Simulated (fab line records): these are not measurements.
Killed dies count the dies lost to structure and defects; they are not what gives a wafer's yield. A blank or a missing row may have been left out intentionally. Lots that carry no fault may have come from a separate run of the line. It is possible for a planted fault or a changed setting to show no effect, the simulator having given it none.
Split-lot study -- flow n5_finfet -- on a route of 1938 steps: 7 lots, 21 wafers read

== ABOUT THE SPLIT ==
At N5_BEOL_M11_TRENCH_ETCH_37 (etches SiCOH lowk in C4F6/O2, target depth 148.83 nm, time 48 s), the setting bias_w was moved away from the recipe's 185 W on 6 of the 21 wafers read, by -15.9% to +9.8%. This setting was run at the recipe's value on the other wafers.

== FROM THE SPLIT TO THE READING: what the file shows between them, 11 steps ==
- N5_BEOL_M11_ETCH_41: etches SiCN in CH3F/O2, target depth 42.6 nm, time 86 s
- N5_BEOL_M11_STRIP_77: strips in N2/H2, time 10 s
- N5_BEOL_M11_OCD_MEAS_38
- N5_BEOL_M11_HM_STRIP_39: strips TiN in peroxide tin strip, target depth 25 nm, time 158 s
- N5_BEOL_M11_SRD_40: time 30 s
- N5_BEOL_M11_ECD_50: material Cu, target thk 318 nm
- N5_BEOL_M11_ANNEAL_51: time 90 s
- N5_BEOL_M11_CMP_52: polishes, stops on SiCOH lowk, t overpolish 7 s, target thk 140 nm
- N5_BEOL_M11_THK_MEAS_53: measures by xrf
- N5_BEOL_M11_PRE_CLEAN_55: time 15 s
- N5_BEOL_M11_DEP_56: deposits SiCN from 3MS/NH3, target thk 30 nm, time 10.5 s

== THE READING ==
M11_RS (ohm/sq), read at N5_BEOL_M11_RS_MEAS_57 with a four-point probe. A value of 0.1522 ohm/sq with a standard deviation of 0.0021 ohm/sq is what fault-free wafers of this fab line usually give.

wafer,"tool, chamber at the split","bias_w as run, W",against the recipe,"M11_RS, ohm/sq",against lot-mates on the recipe
L075.2,"rie_diel-02, 3",185,recipe,0.1522,-
L075.3,"rie_diel-02, 1",185,recipe,0.1529,-
L075.6,"rie_diel-02, 0",185,recipe,0.1543,-
L077.1,"rie_diel-01, 2",185,recipe,0.1520,-
L077.2,"rie_diel-01, 0",185,recipe,0.1508,-
L077.3,"rie_diel-01, 1",185,recipe,0.1503,-
L076.1,"rie_diel-02, 0",185,recipe,0.1542,-
L076.2,"rie_diel-02, 2",175.5,-5.1%,0.1545,+0.0013
L076.3,"rie_diel-02, 1",185,recipe,0.1523,-
L083.3,"rie_diel-02, 1",155.6,-15.9%,0.1611,+0.0105
L083.4,"rie_diel-02, 3",155.6,-15.9%,0.1608,+0.0102
L083.5,"rie_diel-02, 2",185,recipe,0.1506,-
L085.2,"rie_diel-02, 0",170.8,-7.7%,0.1595,+0.0060
L085.4,"rie_diel-02, 2",185,recipe,0.1538,-
L085.6,"rie_diel-02, 3",185,recipe,0.1533,-
L092.1,"rie_diel-04, 3",185,recipe,0.1498,-
L092.3,"rie_diel-04, 0",185,recipe,0.1515,-
L092.6,"rie_diel-04, 0",185,recipe,0.1521,-
L096.3,"rie_diel-04, 0",203.1,+9.8%,0.1477,-0.0049
L096.4,"rie_diel-04, 1",185,recipe,0.1526,-
L096.5,"rie_diel-04, 1",203.1,+9.8%,0.1467,-0.0059

THE FIT
A straight line over all 21 wafers: M11_RS changes by -0.000564 ohm/sq for each +1% of bias_w; r = -0.93; the points scatter about the line by 0.0014 ohm/sq.
The same after taking each lot's own level away (the mean of its wafers on the recipe; 21 wafers): -0.00062 ohm/sq for each +1%; r = -0.97; scatter 0.0009 ohm/sq.
According to that fit, moving bias_w by its largest amount changes the reading by 0.0099 ohm/sq.
From 0.15060 to 0.15355 ohm/sq: that is the span of the lots' own levels, equal to 1.4 times the standard deviation above.
So the lot-to-lot level changes the slope little: the two slopes agree.
Check: for one of the wafers moved furthest among these (-15.9%), held out of the fit, the line's prediction against its lot-mates is +0.00964 ohm/sq. Against them it came out at +0.0105 ohm/sq.
Tool readings at the split's step, against how far the setting was moved: rf_vpp_V r = +0.99.

== OTHER SPLITS APPLIED TO THESE WAFERS ==
Before the reading, these wafers also passed through other splits. Each is held against what the fit with the lots' levels taken away leaves over:
other split on the same wafers,wafers away from the commonest value,r with M11_RS (lot level and that fit taken away)
N5_BEOL_M8_TRENCH_ETCH_37 bias_w,5,+0.01
N5_BEOL_M10_PECVD_70 temp_c,7,-0.01
N5_BEOL_M10_TRENCH_ETCH_37 bias_w,6,+0.11
N5_BEOL_M10_ETCH_41 source_w,9,+0.19
N5_BEOL_M11_ETCH_66 time_s,7,-0.27

== THE WHOLE CHAIN: every reading that the file lists as answering this split, in the file's order ==
step,what it does,reading,change (the file's fit),r (the file's)
N5_BEOL_M11_TRENCH_ETCH_37,"etches SiCOH lowk in C4F6/O2, target depth 148.83 nm, time 48 s",rf_vpp_V,+5.41 V for each +1% of the setting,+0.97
N5_BEOL_M11_TRENCH_ETCH_37,"etches SiCOH lowk in C4F6/O2, target depth 148.83 nm, time 48 s","etch.depth_nm (the simulator's own value, which no gauge read)",+0.552 nm for each +1% of the setting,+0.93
N5_BEOL_M11_TRENCH_ETCH_37,"etches SiCOH lowk in C4F6/O2, target depth 148.83 nm, time 48 s","BEOL_M11.feature_depth_nm (the simulator's own value, which no gauge read)",+0.548 nm for each +1% of the setting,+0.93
N5_BEOL_M11_OCD_MEAS_38,,trench_depth_nm,+0.56 nm for each +1% of the setting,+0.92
N5_BEOL_M11_CMP_52,"polishes, stops on SiCOH lowk, t overpolish 7 s, target thk 140 nm","Cu_of_BEOL_M11_ECD_50.thk_nm (the simulator's own value, which no gauge read)",+0.489 nm for each +1% of the setting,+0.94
N5_BEOL_M11_THK_MEAS_53,measures by xrf,M11_THK,+0.468 for each +1% of the setting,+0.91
N5_BEOL_M11_RS_MEAS_57,measures by four-point-probe,M11_RS,-0.000621 for each +1% of the setting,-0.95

== FILE'S OWN FIT ==
M11_RS changes by -0.000621 ohm/sq for each +1% of bias_w, r = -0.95.
